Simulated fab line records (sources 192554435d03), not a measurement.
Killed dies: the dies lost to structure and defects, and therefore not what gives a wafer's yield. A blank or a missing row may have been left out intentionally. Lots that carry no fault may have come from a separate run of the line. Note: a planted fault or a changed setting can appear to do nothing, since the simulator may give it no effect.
Which of the tools did it? :: flow n5Finfet :: 30 wafers from 10 lots sampled at 3 of the route's 1938 steps

WHAT EACH GAUGE READ, for each wafer
N5_BEOL_M10_CD_MEAS_35: the cd target is 70 nm.
lot: L916
measured: day 10 22:35
on: cdSem-03
cdNm (nm): 69.4 69.5 69.6

lot: L917
measured: day 10 22:52
on: cdSem-02
cdNm (nm): 70.1 70.7 68.8

lot: L918
measured: day 11 13:11
on: cdSem-01
cdNm (nm): 70.1 70.5 69.5

lot: L919
measured: day 11 14:20
on: cdSem-01
cdNm (nm): 70.6 69.8 70.3

lot: L920
measured: day 11 19:49
on: cdSem-03
cdNm (nm): 70.0 70.9 69.6

lot: L921
measured: day 11 19:59
on: cdSem-01
cdNm (nm): 69.4 69.7 69.6

lot: L931
measured: day 14 05:22
on: cdSem-02
cdNm (nm): 69.4 69.1 70.2

lot: L932
measured: day 14 19:20
on: cdSem-03
cdNm (nm): 70.6 69.9 70.0

lot: L934
measured: day 15 06:25
on: cdSem-01
cdNm (nm): 71.7 70.3 69.7

lot: L937
measured: day 16 03:51
on: cdSem-02
cdNm (nm): 70.3 68.7 69.8

EACH LOT AND THE TOOL THAT RAN IT (in order: tool; ch and the chambers of the sampled wafers; start)
lot: L916
N5_BEOL_M10_PECVD_70: pecvd-02 ch 0,1, day 10 15:40
N5_BEOL_M10_ETCH_66: rieDiel-01 ch 0,2,3, day 10 22:02

lot: L917
N5_BEOL_M10_PECVD_70: pecvd-04 ch 0,1,2, day 10 16:24
N5_BEOL_M10_ETCH_66: rieDiel-05 ch 0,2, day 10 22:19

lot: L918
N5_BEOL_M10_PECVD_70: pecvd-02 ch 0,1,2, day 11 08:41
N5_BEOL_M10_ETCH_66: rieDiel-01 ch 1,2,3, day 11 12:38

lot: L919
N5_BEOL_M10_PECVD_70: pecvd-02 ch 1,2, day 11 08:53
N5_BEOL_M10_ETCH_66: rieDiel-05 ch 0,2,3, day 11 13:46

lot: L920
N5_BEOL_M10_PECVD_70: pecvd-02 ch 1,2, day 11 16:31
N5_BEOL_M10_ETCH_66: rieDiel-01 ch 0,2,3, day 11 19:14

lot: L921
N5_BEOL_M10_PECVD_70: pecvd-02 ch 0,2, day 11 16:34
N5_BEOL_M10_ETCH_66: rieDiel-05 ch 0,1,3, day 11 19:26

lot: L931
N5_BEOL_M10_PECVD_70: pecvd-04 ch 0,1, day 14 00:41
N5_BEOL_M10_ETCH_66: rieDiel-05 ch 0,1,2, day 14 04:47

lot: L932
N5_BEOL_M10_PECVD_70: pecvd-03 ch 0,1, day 14 15:35
N5_BEOL_M10_ETCH_66: rieDiel-03 ch 0,1, day 14 18:41

lot: L934
N5_BEOL_M10_PECVD_70: pecvd-02 ch 0,1,2, day 15 03:14
N5_BEOL_M10_ETCH_66: rieDiel-03 ch 0,3, day 15 05:51

lot: L937
N5_BEOL_M10_PECVD_70: pecvd-02 ch 0,1, day 15 22:36
N5_BEOL_M10_ETCH_66: rieDiel-03 ch 1,2, day 16 03:06
- N5_BEOL_M10_PECVD_70: deposits SiO2 from TEOS/O2, target thk 20 nm, time 22.7 s.
- N5_BEOL_M10_ETCH_66: etches SOC in N2/H2, target depth 120 nm, overetch 24 nm, time 180 s.

WHAT THE TOOLS THEMSELVES READ (means of the sampled wafers that have a number; where no wafer has one, the mark that the record gives instead)
N5_BEOL_M10_PECVD_70.
lot: L916
tool: pecvd-02
heaterPowerW (W): 719
rfFwdPowerW (W): 443.4
showerheadPlenumPTorr (Torr): 8.84
throttleValvePct (%): 23.4

lot: L917
tool: pecvd-04
heaterPowerW (W): 712
rfFwdPowerW (W): 443.6
showerheadPlenumPTorr (Torr): 8.77
throttleValvePct (%): 21.1

lot: L918
tool: pecvd-02
heaterPowerW (W): 692
rfFwdPowerW (W): 442.2
showerheadPlenumPTorr (Torr): 8.84
throttleValvePct (%): 23.2

lot: L919
tool: pecvd-02
heaterPowerW (W): 601
rfFwdPowerW (W): 443.3
showerheadPlenumPTorr (Torr): 8.86
throttleValvePct (%): 23.7

lot: L920
tool: pecvd-02
heaterPowerW (W): 676
rfFwdPowerW (W): 445.2
showerheadPlenumPTorr (Torr): 8.86
throttleValvePct (%): 23.7

lot: L921
tool: pecvd-02
heaterPowerW (W): 680
rfFwdPowerW (W): 443.0
showerheadPlenumPTorr (Torr): 8.81
throttleValvePct (%): 22.5

lot: L931
tool: pecvd-04
heaterPowerW (W): 742
rfFwdPowerW (W): 444.8
showerheadPlenumPTorr (Torr): 8.78
throttleValvePct (%): 21.2

lot: L932
tool: pecvd-03
heaterPowerW (W): 826
rfFwdPowerW (W): 445.2
showerheadPlenumPTorr (Torr): 8.69
throttleValvePct (%): 22.6

lot: L934
tool: pecvd-02
heaterPowerW (W): 669
rfFwdPowerW (W): 443.4
showerheadPlenumPTorr (Torr): 8.85
throttleValvePct (%): 23.1

lot: L937
tool: pecvd-02
heaterPowerW (W): 721
rfFwdPowerW (W): 443.5
showerheadPlenumPTorr (Torr): 8.86
throttleValvePct (%): 23.9

N5_BEOL_M10_ETCH_66.
lot: L916
tool: rieDiel-01
drypumpMotorCurrentA (A): 5.8
oesProductAu (a.u.): 0.69
rfFwdPowerW (W): 837.0
rfVppV (V): 525.6
showerheadPlenumPTorr (Torr): 2.60
throttleValvePct (%): 17.70

lot: L917
tool: rieDiel-05
drypumpMotorCurrentA (A): 5.8
oesProductAu (a.u.): 0.64
rfFwdPowerW (W): 838.2
rfVppV (V): 522.9
showerheadPlenumPTorr (Torr): 2.51
throttleValvePct (%): 17.98

lot: L918
tool: rieDiel-01
drypumpMotorCurrentA (A): 5.8
oesProductAu (a.u.): 0.69
rfFwdPowerW (W): 833.5
rfVppV (V): 526.5
showerheadPlenumPTorr (Torr): 2.64
throttleValvePct (%): 17.64

lot: L919
tool: rieDiel-05
drypumpMotorCurrentA (A): 5.7
oesProductAu (a.u.): 0.67
rfFwdPowerW (W): 834.9
rfVppV (V): 522.7
showerheadPlenumPTorr (Torr): 2.49
throttleValvePct (%): 18.04

lot: L920
tool: rieDiel-01
drypumpMotorCurrentA (A): 5.9
oesProductAu (a.u.): 0.68
rfFwdPowerW (W): 837.6
rfVppV (V): 526.8
showerheadPlenumPTorr (Torr): 2.60
throttleValvePct (%): 17.70

lot: L921
tool: rieDiel-05
drypumpMotorCurrentA (A): 5.6
oesProductAu (a.u.): 0.66
rfFwdPowerW (W): 835.6
rfVppV (V): 523.4
showerheadPlenumPTorr (Torr): 2.51
throttleValvePct (%): 17.74

lot: L931
tool: rieDiel-05
drypumpMotorCurrentA (A): 5.8
oesProductAu (a.u.): 0.64
rfFwdPowerW (W): 834.8
rfVppV (V): 523.8
showerheadPlenumPTorr (Torr): 2.51
throttleValvePct (%): 17.88

lot: L932
tool: rieDiel-03
drypumpMotorCurrentA (A): 5.4
oesProductAu (a.u.): 0.68
rfFwdPowerW (W): 834.2
rfVppV (V): 526.8
showerheadPlenumPTorr (Torr): 2.65
throttleValvePct (%): 17.84

lot: L934
tool: rieDiel-03
drypumpMotorCurrentA (A): 5.6
oesProductAu (a.u.): 0.56
rfFwdPowerW (W): 834.7
rfVppV (V): 524.0
showerheadPlenumPTorr (Torr): 2.58
throttleValvePct (%): 18.10

lot: L937
tool: rieDiel-03
drypumpMotorCurrentA (A): 5.6
oesProductAu (a.u.): 0.61
rfFwdPowerW (W): 837.5
rfVppV (V): 523.2
showerheadPlenumPTorr (Torr): 2.50
throttleValvePct (%): 17.89

THE ANSWER, worked out from the rows above alone
Rule: what is usual is taken from the lots themselves. The widest of any qualifying gaps counts: lots, ordered by their means at a reading, are off when they make up no more than a third of the lots, leave a main group of 4 or more, and stand apart from it by 3 or more times the standard deviation of that group's means. Not used: any main group whose means are identical at the precision the tables above print for the reading. A lot without any number at a reading at which 4 lots or more have one is off too. All remaining lots with rows at the step are treated as sound. The gauges are gone through in route order, then the tools' own readings, and for those a lot's mean is taken as printed above. The first step at which some lot is off is used, and at that step the reading that is off furthest; a lot without a number counts as furthest.
No lot is off on any of the readings shown, so nothing can be concluded from this.

WHAT THE SIMULATOR HAD PUT IN
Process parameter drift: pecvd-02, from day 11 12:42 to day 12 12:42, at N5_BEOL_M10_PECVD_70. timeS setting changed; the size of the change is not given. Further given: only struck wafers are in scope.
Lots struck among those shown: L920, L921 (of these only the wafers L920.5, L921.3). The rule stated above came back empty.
